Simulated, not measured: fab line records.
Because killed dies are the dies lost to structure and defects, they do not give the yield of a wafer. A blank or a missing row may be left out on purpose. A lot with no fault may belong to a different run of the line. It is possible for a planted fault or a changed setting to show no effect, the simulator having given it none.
Struck lot and sound lot, side by side -- flow n5-finfet -- 16 out of 1938 route steps
Sound: wafers L277.1, L277.2, L277.6. Struck: wafer L297.6 (left out: L297.1, L297.5 of the same lot, which were not struck); the cause appears at the end.
Per side, at each step with rows, come the tool, then ch with its chambers, and then its first start. Under that, the readings that differ: sound wafers -- struck wafers -- difference of the means -- sigmas: that difference in standard deviations of wafers without a fault.
alike: readings whose means differ by less than 2 such deviations, and words and numbers that are the same on both sides. not compared: withheld readings, readings that some wafer has no value for, bounds like >300 that may hide the same value, and numbers for which the record gives no deviation and whose values overlap.
Wherever a step has rows on one side only, a row that says differs or no value, or a row with sigmas, the two part there. Numbers that don't overlap but have no deviation are shown without sigmas and don't part them. Lack of a reading on every wafer of one side parts them only where that side has two or more wafers.

first, 2 steps without rows for these wafers: N5_BEOL_M0_CUTY_PEB_55 (peb time 60 s); N5_BEOL_M0_CUTY_DEVELOP_56 (develop time 30 s).
N5_BEOL_M0_CUTY_CD_MEAS_57: target cd 200 nm.
  sound on cd-sem-03 ch 0, day 5 20:31; struck on cd-sem-01 ch 0, day 10 21:40
  alike: cd-nm
N5_BEOL_M0_CUTY_OVL_MEAS_58:
  sound on overlay-01 ch 0, day 5 20:33; struck on overlay-02 ch 0, day 10 21:41
  alike: M0_ABLK_OVL
N5_BEOL_M0_CUTY_INSPECT_59: inspects for defects (macro).
  sound on defect-inspect-02, day 5 20:34; struck on defect-inspect-02, day 10 21:43
  alike: raw-defect-count
then, 1 step without rows for these wafers: N5_BEOL_M0_CUTY_DESCUM_61 (chemistry O2, time 7.9 s).
N5_BEOL_M0_CUTY_ETCH_62: etches SiARC in CF4, time 58.5 s.
  sound on rie-diel-04 ch 0,1,3, day 5 20:38; struck on rie-diel-04 ch 0, day 10 22:14
reading,sound,struck,difference,sigmas
showerhead-plenum-p-Torr (Torr),2.11 2.03 2.19,2.27,+0.16,+2
  alike: drypump-motor-current-A, etch-rf-on-time-s, oes-product-au, rf-vpp-V, throttle-valve-pct
  not compared: rf-hours-counter-h
N5_BEOL_M0_CUTY_ETCH_63: etches SOC in N2/H2, target depth 82.7 nm, overetch 16.5 nm, time 124 s.
  sound on rie-diel-04 ch 0,1,3, day 5 20:41; struck on rie-diel-04 ch 0, day 10 22:16
reading,sound,struck,difference,sigmas
showerhead-plenum-p-Torr (Torr),2.51 2.42 2.60,2.72,+0.21,+2
  alike: drypump-motor-current-A, oes-product-au, rf-vpp-V, temp-c, throttle-valve-pct
  not compared: rf-hours-counter-h
then, 1 step without rows for these wafers: N5_BEOL_M0_CUTY_STRIP_64 (strips in N2/H2).
N5_BEOL_M0_ETCH_138: etches SiCN in CH3F/O2, target depth 12 nm, time 31.6 s.
  sound on rie-diel-04 ch 0,1,3, day 5 20:49; struck on rie-diel-04 ch 0, day 10 22:24
reading,sound,struck,difference,sigmas
rf-vpp-V (V),296.6 295.1 298.8,300.4,+3.6,+2
showerhead-plenum-p-Torr (Torr),1.97 1.89 2.06,2.13,+0.16,+2
  alike: drypump-motor-current-A, etch-rf-on-time-s, oes-product-au, throttle-valve-pct
  not compared: rf-hours-counter-h
N5_BEOL_M0_HM_OPEN_105: chemistry Cl2/BCl3, target TiN, target depth 12 nm.
  sound on rie-metal-03 ch 0,1, day 5 20:55; struck on rie-metal-03 ch 1, day 11 01:23
  alike: drypump-motor-current-A, oes-product-au, throttle-valve-pct
  not compared: rf-hours-counter-h
N5_BEOL_M0_STRIP_140: strips in CF4.
  sound on rie-diel-03 ch 1,3, day 5 21:08; struck on rie-diel-04 ch 1, day 11 01:38
  alike: drypump-motor-current-A, oes-product-au, power-w, rf-vpp-V, showerhead-plenum-p-Torr, throttle-valve-pct
  not compared: rf-hours-counter-h
N5_BEOL_M0_STRIP_104: strips in N2/H2.
  sound on rie-diel-03 ch 1,3, day 5 21:09; struck on rie-diel-04 ch 1, day 11 01:39
reading,sound,struck,difference,sigmas
power-w (W),451.6 449.0 450.2,392.7,-57.6,-48
  alike: drypump-motor-current-A, oes-product-au, rf-vpp-V, showerhead-plenum-p-Torr, temp-c, throttle-valve-pct
  not compared: rf-hours-counter-h
then, 1 step without rows for these wafers: N5_BEOL_M0_WET_ETCH_106 (etches SiO2 in DHF, target depth 130 nm, rinse time 30 s).
-- here the record skips 2 days between the struck wafers' starts before and after, leaving off in module BEOL_M0 and picking up in module BEOL_M4 (first step shown: number 1111 of the route) --
N5_BEOL_M4_RC_MEAS_101:
  sound on prober-02 ch 0, day 7 17:55; struck on prober-01 ch 0, day 13 10:44
  alike: DIBL_N, DIBL_P, IOFF_N, IOFF_P, ION_N, ION_P, SS_N, SS_P, VT_N, VT_P
next, for these wafers, 1 step has no rows: N5_PASSIVATION_PROBE_49.

## WHERE THEY PART
At N5_BEOL_M0_CUTY_ETCH_62 first; at N5_BEOL_M0_STRIP_104 last (within this record only). Later steps at which nothing parts them and some readings are alike: N5_BEOL_M4_RC_MEAS_101.

WHY: the cause the simulator had injected
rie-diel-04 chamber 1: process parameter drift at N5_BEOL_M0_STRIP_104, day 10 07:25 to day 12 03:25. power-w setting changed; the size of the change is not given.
